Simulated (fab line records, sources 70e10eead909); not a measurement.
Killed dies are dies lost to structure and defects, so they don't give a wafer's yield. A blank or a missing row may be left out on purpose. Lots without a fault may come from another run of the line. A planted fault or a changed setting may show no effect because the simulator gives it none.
fab line records | flow nand_harc
record lots=12 wafers=36 last_day=34
route steps=1302 shown A_CHANNEL_FILL_D1@493 A_DECK1_JOINT@527 A_ONON_D2@563 A_CHANNEL_HOLE_D2@585 END@1302
lots that met no fault: from a run of the same line without faults
start_h: hours from the record's first day to the start of the lot's first wafer shown | wait_h: hours since the lot's step before | " the same as in the row above | L1.1+2: a row that stands for several wafers | - no value, or no start given | * or withheld: withheld | < > ~ a bound
route shown NAME@n: a module of which the file shows steps, and the number in the route of the first | usual: mean/standard deviation of fault-free wafers | same: alike in all rows | chamber/n: place in a boat | sites: the reading at each site | _std_site: their standard deviation | _edge_site: outer sites' mean less inner sites' | radius_mm: how far each site lies from the wafer's centre | mask NAME#n: copy n | behind: the tool/chamber that last shaped the wafer | hold: why the lot was held/for how many hours/how that ended | device: the transistor (n, p or np) that didn't switch | end of line: the same wafers' tests at the end of the route | a step without rows: its recipe alone | killed: dies lost to structure and defects at the first sort, not the wafer's yield | map: a wafer's dies, x killed, . not, _ none there
set.NAME: the setting as run; set.NAME@STEP: as run at that earlier step | model.NAME: the simulator's own value behind a step, which no gauge read
steps of the route over a sample of lots; a table a step, a row a wafer
services: from which hour (start_h, from the record's first day; less than 0 if before it) a tool's chamber was out of use, for how many hours, and why
## steps
# step NHARC_A_CHANNEL_FILL_D1_ALD_03
# recipe target_thk_a=60 pulse_time_s=60 ald_cycles=58 temp_c=630 pressure_torr=2 material=SiNx
# usual precursor_pulse_height_rel=0.999/0.02
# columns lot.wafer tool chamber start_h wait_h precursor_pulse_height_rel
L804.1 ald_sin_batch-03 0 197.42 - 0.997
L804.2 " 0 " " 1.021
L804.5 " 0 " " 1.013
L805.2 ald_sin_batch-01 0 219.02 - 0.996
L805.3 " 0 " " 0.993
L805.5 " 0 " " 0.979
L808.1 ald_sin_batch-01 0 233.06 - 1.031
L808.2 " 0 " " 0.986
L808.4 " 0 " " 0.988
L807.4 ald_sin_batch-01 0 238.97 - 1.005
L807.5 " 0 " " 1.022
L807.6 " 0 " " 1.023
L816.2 ald_sin_batch-03 0 315.18 - 0.995
L816.3 " 0 " " 1.010
L816.4 " 0 " " 1.010
L817.2 ald_sin_batch-02 0 334.09 - 0.974
L817.3 " 0 " " 0.993
L817.5 " 0 " " 1.001
L818.2 ald_sin_batch-02 0 338.28 - 0.999
L818.4 " 0 " " 1.040
L818.5 " 0 " " 0.974
L819.1 ald_sin_batch-02 0 359.89 - 1.007
L819.4 " 0 " " 1.019
L819.5 " 0 " " 1.020
L820.1 ald_sin_batch-02 0 364.09 - 0.997
L820.3 " 0 " " 0.978
L820.5 " 0 " " 0.978
L821.1 ald_sin_batch-02 0 364.09 - 1.006
L821.3 " 0 " " 1.034
L821.5 " 0 " " 0.986
L823.2 ald_sin_batch-02 0 403.52 - 1.019
L823.3 " 0 " " 0.996
L823.4 " 0 " " 1.009
L826.3 ald_sin_batch-01 0 429.52 - 1.020
L826.4 " 0 " " 1.006
L826.5 " 0 " " 0.990
# step NHARC_A_DECK1_JOINT_CMP_13
# recipe target_thk_nm=51.023
# usual motor_current_A=12.1/1.2 time_to_endpoint_s=9.8/2.2
# columns lot.wafer tool chamber start_h wait_h motor_current_A time_to_endpoint_s
L804.2 cmp-02 3 256.55 0.4 11.8 11.7
L804.1 " 1 " " 13.5 13.4
L804.5 " 3 " " 12.2 11.6
L805.3 cmp-04 0 276.12 0.4 10.3 7.5
L805.2 " 1 " " 11.6 5.5
L805.5 " 0 " " 10.5 8.9
L808.1 cmp-02 2 289.42 0.4 11.1 8.1
L808.4 " 3 " " 12.7 11.0
L808.2 " 0 " " 11.4 9.6
L807.4 cmp-03 2 294.67 0.4 11.0 9.9
L807.5 " 3 " " 13.5 7.8
L807.6 " 0 " " 11.1 8.4
L816.2 cmp-02 1 367.03 0.4 13.8 14.0
L816.4 " 2 " " 11.4 12.8
L816.3 " 3 " " 12.4 11.2
L817.3 cmp-02 0 390.37 0.4 11.9 8.3
L817.2 " 1 " " 13.5 11.1
L817.5 " 3 " " 12.3 8.1
L818.2 cmp-04 2 395.27 0.4 12.5 10.9
L818.4 " 1 " " 11.7 10.7
L818.5 " 2 " " 11.8 10.1
L820.1 cmp-03 1 418.21 0.4 12.9 10.1
L820.3 " 2 " " 10.8 9.8
L820.5 " 0 " " 11.0 10.9
L819.4 cmp-02 1 418.24 0.4 14.0 12.1
L819.1 " 2 " " 10.9 11.4
L819.5 " 0 " " 11.6 6.7
L821.3 cmp-03 2 422.05 0.4 11.1 9.2
L821.1 " 1 " " 12.6 8.3
L821.5 " 3 " " 14.1 7.7
L823.3 cmp-04 2 459.72 0.4 12.2 11.1
L823.2 " 3 " " 12.6 13.8
L823.4 " 0 " " 10.5 11.6
L826.4 cmp-03 3 484.16 0.4 14.4 8.6
L826.3 " 2 " " 10.7 8.8
L826.5 " 3 " " 14.2 7.6
# step NHARC_A_ONON_D2_THK_MEAS_27
# recipe thk_meas_gauge=ellipsometry
# usual thk_nm=1000/9.8
# columns lot.wafer tool chamber start_h wait_h thk_nm
L804.1 film_metro-02 - 294.00 - 989
L804.2 " - " " 989
L804.5 " - " " 989
L805.2 film_metro-02 - 313.56 - 1012
L805.3 " - " " 1014
L805.5 " - " " 1013
L808.1 film_metro-02 - 328.71 - 989
L808.2 " - " " 989
L808.4 " - " " 989
L807.4 film_metro-02 - 334.96 - 990
L807.5 " - " " 990
L807.6 " - " " 989
L816.2 film_metro-02 - 409.88 - 1011
L816.3 " - " " 1012
L816.4 " - " " 1012
L817.2 film_metro-02 - 432.92 - 1002
L817.3 " - " " 1001
L817.5 " - " " 1002
L818.2 film_metro-02 - 436.81 - 1006
L818.4 " - " " 1005
L818.5 " - " " 1006
L819.1 film_metro-01 - 453.16 - 1002
L819.4 " - " " 999
L819.5 " - " " 1002
L820.1 film_metro-02 - 453.19 - 1005
L820.3 " - " " 1008
L820.5 " - " " 1006
L821.1 film_metro-02 - 464.19 - 1003
L821.3 " - " " 1004
L821.5 " - " " 1004
L823.2 film_metro-01 - 497.55 - 994
L823.3 " - " " 996
L823.4 " - " " 994
L826.3 film_metro-01 - 519.12 - 986
L826.4 " - " " 987
L826.5 " - " " 985
# step NHARC_A_ONON_D2_THK_MEAS_34
# recipe thk_meas_gauge=ellipsometry
# usual thk_nm=199.5/2.9
# columns lot.wafer tool chamber start_h wait_h thk_nm
L804.1 film_metro-01 - 295.04 - 198.9
L804.2 " - " " 199.7
L804.5 " - " " 199.4
L805.2 film_metro-01 - 314.61 - 194.2
L805.3 " - " " 198.5
L805.5 " - " " 197.9
L808.1 film_metro-01 - 329.88 0.5 200.1
L808.2 " - " " 199.0
L808.4 " - " " 200.1
L807.4 film_metro-02 - 336.15 0.3 204.0
L807.5 " - " " 199.9
L807.6 " - " " 204.4
L816.2 film_metro-01 - 410.97 - 195.9
L816.3 " - " " 196.5
L816.4 " - " " 200.8
L817.2 film_metro-01 - 433.94 - 197.5
L817.3 " - " " 196.4
L817.5 " - " " 201.6
L818.2 film_metro-02 - 437.84 - 197.2
L818.4 " - " " 204.4
L818.5 " - " " 201.8
L819.1 film_metro-02 - 454.20 - 198.0
L819.4 " - " " 201.0
L819.5 " - " " 199.8
L820.1 film_metro-02 - 454.24 - 196.5
L820.3 " - " " 201.1
L820.5 " - " " 200.7
L821.1 film_metro-01 - 465.23 - 198.2
L821.3 " - " " 201.3
L821.5 " - " " 201.8
L823.2 film_metro-02 - 498.58 - 199.0
L823.3 " - " " 200.2
L823.4 " - " " 203.2
L826.3 film_metro-01 - 520.16 - 201.1
L826.4 " - " " 201.3
L826.5 " - " " 201.9
# step NHARC_A_CHANNEL_HOLE_D2_DESCUM_15
# recipe time_s=3 o2_flow_sccm=200 ar_flow_sccm=0 bias_power_w=0 chemistry=O2
# usual drypump_motor_current_A=5.7/0.42 o2_flow_sccm=200.1/0.62 oes_product_au=1.000/0.0086 rf_vpp_V=57.9/0.94 showerhead_plenum_p_Torr=1.93/0.085 throttle_valve_pct=11.310/0.0086
# columns lot.wafer tool chamber start_h wait_h hold drypump_motor_current_A o2_flow_sccm oes_product_au rf_hours_counter_h rf_vpp_V showerhead_plenum_p_Torr throttle_valve_pct
L804.1 rie_diel-08 3 298.10 0.1 - 5.0 200.8 0.997 5.4 56.6 1.83 11.329
L804.2 " 0 " " - 5.7 199.8 1.009 6.4 57.0 2.00 11.303
L804.5 " 3 " " - 5.0 201.8 1.004 - 57.0 1.83 11.310
L805.2 rie_diel-08 3 319.20 0.1 - 5.0 200.3 0.993 6.5 58.5 1.83 11.300
L805.3 " 0 " " - 5.8 199.8 1.006 7.6 56.7 2.00 11.316
L805.5 " 2 " " - 6.2 199.9 0.999 - 58.9 2.03 11.305
L808.4 rie_diel-03 1 339.30 3.5 await_dispo/3.3h/release 6.1 201.2 1.011 3.4 57.7 1.97 11.310
L808.2 " 3 " " await_dispo/3.3h/release 6.1 200.2 1.001 2.6 58.5 1.80 11.315
L808.1 " 0 " " await_dispo/3.3h/release 5.4 199.3 0.992 2.2 57.6 1.98 11.296
L807.4 rie_diel-08 1 350.50 11.4 await_dispo/11.3h/release 6.1 200.2 1.008 5.0 58.1 1.83 11.316
L807.6 " 2 " " await_dispo/11.3h/release 6.2 200.4 0.996 - 59.0 2.03 11.304
L807.5 " 3 " " await_dispo/11.3h/release 5.0 200.9 0.991 - 56.5 1.83 11.317
L816.4 rie_diel-08 1 414.67 0.1 - 6.1 199.8 1.023 3.0 56.5 1.83 11.305
L816.2 " 2 " " - 6.2 199.6 1.009 3.2 58.2 2.03 11.320
L816.3 " 0 " " - 5.8 201.1 1.009 1.2 58.4 1.99 11.305
L817.2 rie_diel-10 1 440.94 0.1 - 5.5 199.7 1.004 1.2 59.8 1.90 11.311
L817.3 " 2 " " - 5.8 199.6 1.006 0.7 58.9 1.93 11.316
L817.5 " 0 " " - 6.0 200.9 1.009 - 57.2 2.06 11.315
L818.2 rie_diel-03 2 444.46 0.1 - 4.9 198.9 0.980 11.0 57.8 1.96 11.317
L818.4 " 3 " " - 6.1 199.9 1.000 8.4 58.8 1.80 11.322
L818.5 " 2 " " - 4.9 199.8 0.979 - 58.8 1.96 11.319
L819.4 rie_diel-08 3 459.70 0.1 - 5.0 199.8 0.998 4.7 57.2 1.83 11.322
L819.1 " 2 " " - 6.2 200.2 1.003 5.1 58.0 2.03 11.313
L819.5 " 3 " " - 5.0 199.9 0.990 - 57.7 1.83 11.303
L820.1 rie_diel-10 0 460.21 0.1 - 6.0 200.4 0.994 1.9 58.0 2.06 11.289
L820.3 " 3 " " - 5.6 200.0 1.001 1.7 57.4 1.87 11.318
L820.5 " 3 " " - 5.6 201.0 0.991 - 57.3 1.87 11.307
L821.3 rie_diel-10 2 468.47 0.1 - 5.8 200.0 1.000 1.8 59.0 1.94 11.312
L821.1 " 0 " " - 6.0 200.8 0.990 3.1 58.5 2.06 11.319
L821.5 " 2 " " - 5.8 200.9 1.015 - 58.2 1.93 11.310
L823.2 rie_diel-08 3 502.89 0.1 - 5.0 200.2 0.987 7.0 58.7 1.83 11.312
L823.3 " 0 " " - 5.8 199.4 0.996 5.2 58.7 1.99 11.310
L823.4 " 2 " " - 6.2 199.9 1.006 - 60.2 2.03 11.301
L826.4 rie_diel-03 0 523.96 0.1 - 5.4 200.7 0.990 2.3 57.5 1.97 11.305
L826.3 " 1 " " - 6.1 200.1 1.013 1.6 56.2 1.97 11.317
L826.5 " 0 " " - 5.4 200.5 0.991 - 57.0 1.97 11.309
# step NHARC_END_SORT_01
# recipe temp_c=25
# usual killed_at_array=53/18 killed_at_other=1.0/1.2 killed_at_periphery=3.6/2.4 killed_dies=58/18 killed_open=3.4/1.8 killed_short=2.3/1.5
# same gross_dies=677
# columns lot.wafer tool chamber start_h wait_h killed_at_array killed_at_other killed_at_periphery killed_dies killed_open killed_short
L808.1 prober-02 0 619.40 2.5 94 3 1 98 2 0
L808.2 prober-02 0 620.20 2.8 111 3 2 116 3 4
L808.4 prober-02 0 621.80 3.4 113 2 3 118 4 4
L807.4 prober-01 0 630.66 3.4 131 4 1 136 1 3
L807.5 prober-01 0 631.46 3.7 127 0 0 127 4 0
L807.6 prober-01 0 632.26 4.0 126 1 4 131 1 2
# killed by level:class
L808.1 A_CHANNEL_FILL_D1:unspecified=61 A_CHANNEL_HOLE_D2:chamber_film_flake=26 A_STAIRCASE:chamber_film_flake=3 THIN_TSV:chamber_film_flake=3 A_CHANNEL_FILL_D1:geometric_particle:open=1 A_SGD_CUT:geometric_particle:open=1 P_STI:chamber_film_flake=1 A_DECK1_JOINT:chamber_film_flake=1
L808.2 A_CHANNEL_FILL_D1:unspecified=71 A_CHANNEL_HOLE_D2:chamber_film_flake=27 THIN_TSV:chamber_film_flake=3 A_CHANNEL_HOLE_D1:chamber_film_flake=2 A_ONON_D1:geometric_particle:short=1 A_CHANNEL_HOLE_D1:geometric_particle:short=1 A_CHANNEL_FILL_D2:geometric_particle:open=1 A_WL_FILL:geometric_particle:short=1
L808.4 A_CHANNEL_FILL_D1:unspecified=76 A_CHANNEL_HOLE_D2:chamber_film_flake=20 A_CONTACT:chamber_film_flake=5 A_ZERO_WELL:chamber_film_flake=2 A_CHANNEL_HOLE_D1:chamber_film_flake=2 THIN_TSV:chamber_film_flake=2 P_GATE:geometric_particle:short=1 P_M0:geometric_particle:short=1
L807.4 A_CHANNEL_FILL_D1:unspecified=73 A_CHANNEL_HOLE_D1:chamber_film_flake=30 A_STAIRCASE:chamber_film_flake=8 A_CONTACT:chamber_film_flake=5 A_CHANNEL_HOLE_D2:chamber_film_flake=5 THIN_TSV:chamber_film_flake=4 A_CHANNEL_FILL_D1:chamber_film_flake=2 A_DECK1_JOINT:geometric_particle:short=1
L807.5 A_CHANNEL_FILL_D1:unspecified=73 A_CHANNEL_HOLE_D1:chamber_film_flake=27 A_CONTACT:chamber_film_flake=10 A_CHANNEL_HOLE_D2:chamber_film_flake=7 A_STAIRCASE:chamber_film_flake=3 A_CHANNEL_FILL_D2:chamber_film_flake=2 A_CHANNEL_FILL_D1:geometric_particle:open=1 A_CONTACT:geometric_particle:open=1
L807.6 A_CHANNEL_FILL_D1:unspecified=64 A_CHANNEL_HOLE_D1:chamber_film_flake=32 A_STAIRCASE:chamber_film_flake=9 A_CHANNEL_HOLE_D2:chamber_film_flake=9 P_CONTACT:chamber_film_flake=3 A_WL_FILL:chamber_film_flake=3 A_DECK1_JOINT:geometric_particle:short=2 A_CHANNEL_FILL_D1:chamber_film_flake=2
## services
# columns tool chamber start_h hours kind
rie_diel-08 - 190.80 9.0 pm
rie_diel-08 2 211.86 9.1 repair
cmp-02 - 233.51 4.0 pm
rie_diel-08 3 247.54 8.2 repair
rie_diel-08 2 256.48 3.4 repair
cmp-03 - 260.61 4.0 pm
rie_diel-08 3 263.35 10.4 repair
cmp-02 - 264.18 2.4 repair
ald_sin_batch-02 - 266.00 26.0 pm
cmp-02 - 331.51 4.0 pm
cmp-03 - 343.31 0.8 repair
cmp-03 - 350.88 3.5 repair
cmp-03 - 355.07 1.0 repair
cmp-03 - 358.61 4.0 pm
cmp-02 - 360.96 2.7 repair
cmp-03 - 366.76 0.5 repair
rie_diel-08 - 367.80 9.0 pm
cmp-02 - 373.87 0.9 repair
cmp-02 - 405.33 1.8 repair
rie_diel-08 0 405.60 8.6 repair
cmp-02 - 429.51 4.0 pm
rie_diel-08 - 433.83 0.6 repair
rie_diel-08 1 501.24 4.5 repair
rie_diel-08 - 501.71 0.4 repair
## key
first_sign step=NHARC_END_SORT_01 reading=killed_at_array direction=up sigmas=3.6 usual=53 struck=117
effect step=NHARC_END_SORT_01 reading=killed_dies direction=up sigmas=3.4 usual=58 struck=121
more_kills_born_at NHARC_A_CHANNEL_FILL_D1_ALD_03@ald_sin_batch-01=418
met_at NHARC_A_CHANNEL_FILL_D1_ALD_03
struck_lots L807,L808
tester_left_out L807,L808
not_acting_at NHARC_A_DECK1_JOINT_CMP_13,NHARC_A_ONON_D2_THK_MEAS_27,NHARC_A_ONON_D2_THK_MEAS_34
fault kind=chamber_particle_source tool=ald_sin_batch-01 chamber=- onset_h=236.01 steps=NHARC_A_CHANNEL_FILL_D1_ALD_03 rate_per_visit_cm2=0.43388 end_h=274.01
# tester_left_out: of these lots the tester's yield and bins aren't shown, on N5 and GAA mostly nor the transistor test; their killed dies are dies lost to structure and defects alone, not to doping, threshold or leakage, so they don't give the yield
